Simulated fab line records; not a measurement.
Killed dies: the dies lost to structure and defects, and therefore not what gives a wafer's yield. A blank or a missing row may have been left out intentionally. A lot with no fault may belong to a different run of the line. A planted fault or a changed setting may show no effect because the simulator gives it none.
One fault through the eyes of 2 desks / flow n5_finfet / every desk sees just its own numbers, and what lay behind them comes last

## AT THE TOOL OWNER'S DESK: ald_metal-02
The tool's own readings at N5_BEOL_M0_ALD_136 (deposits TaN, pulse time 2 s, purge time 3 s, co reactant purge time 2 s): means of the sampled wafers that have a number, for each lot that ran on this tool. The brackets show how far a lot's mean lies from the usual mean; more than 4 standard deviations puts the lot out of limits, marked OUT.
Columns: A = heater_power_w at N5_BEOL_M0_ALD_136, usual 409 W; B = susceptor_temp_C at N5_BEOL_M0_ALD_136, usual 275.01 C
lot=L125; first seen here=day 6 09:33; A=439; B=274.95
lot=L126; first seen here=day 6 17:49; A=409; B=275.05
lot=L132; first seen here=day 8 01:09; A=404; B=-
lot=L134; first seen here=day 8 12:58; A=405; B=-
lot=L144; first seen here=day 11 07:51; A=423; B=274.88
lot=L146; first seen here=day 11 14:01; A=370; B=275.16
This desk found nothing out of limits on any of the 6 lots.

## METROLOGY DESK
Lot by lot, what the gauges showed, no matter which tool ran the lot: averages of those sampled wafers that carry a number. The brackets show how far a lot's mean lies from the usual mean; more than 4 standard deviations puts the lot out of limits, marked OUT. Shown here are 7 of its 10 readings, the ones lying furthest out on some lot.
Columns: A = DIBL_N at N5_BEOL_M4_RC_MEAS_101, usual 36.3 mV/V; B = DIBL_P at N5_BEOL_M4_RC_MEAS_101, usual 36.3 mV/V; C = IOFF_N at N5_BEOL_M4_RC_MEAS_101, usual 0.16 nA/um; D = IOFF_P at N5_BEOL_M4_RC_MEAS_101, usual 0.21 nA/um; E = SS_N at N5_BEOL_M4_RC_MEAS_101, usual 71.6 mV/dec; F = SS_P at N5_BEOL_M4_RC_MEAS_101, usual 73.3 mV/dec; G = VT_N at N5_BEOL_M4_RC_MEAS_101, usual 250 mV
lot=L125; first seen here=day 8 07:41; A=32.4; B=31.6; C=0.10; D=0.15; E=70.0; F=72.0; G=257
lot=L126; first seen here=day 8 16:58; A=33.8; B=32.7; C=0.12; D=0.15; E=70.9; F=72.9; G=254
lot=L132; first seen here=day 11 02:29; A=38.7; B=37.9; C=0.19; D=0.21; E=72.6; F=73.4; G=250
lot=L134; first seen here=day 11 15:45; A=36.2; B=37.6; C=0.17; D=0.22; E=71.8; F=73.3; G=247
lot=L138; first seen here=day 12 22:51; A=34.9; B=35.6; C=0.15; D=0.21; E=71.2; F=72.9; G=251
lot=L143; first seen here=day 13 08:12; A=35.0; B=34.7; C=0.16; D=0.18; E=71.4; F=72.9; G=248
lot=L145; first seen here=day 14 01:46; A=35.0; B=33.9; C=0.14; D=0.17; E=71.1; F=72.8; G=253
lot=L144; first seen here=day 14 05:52; A=38.4; B=38.6; C=0.21; D=0.25; E=72.3; F=74.3; G=245
lot=L146; first seen here=day 14 14:23; A=36.7; B=37.0; C=0.19; D=0.22; E=71.9; F=73.0; G=246
This desk found nothing out of limits on any of the 9 lots.

## PUT TOGETHER
The tool owner's desk saw nothing out of limits.
Nothing out of limits was seen by the metrology desk.

## WHAT THE SIMULATOR PUT IN
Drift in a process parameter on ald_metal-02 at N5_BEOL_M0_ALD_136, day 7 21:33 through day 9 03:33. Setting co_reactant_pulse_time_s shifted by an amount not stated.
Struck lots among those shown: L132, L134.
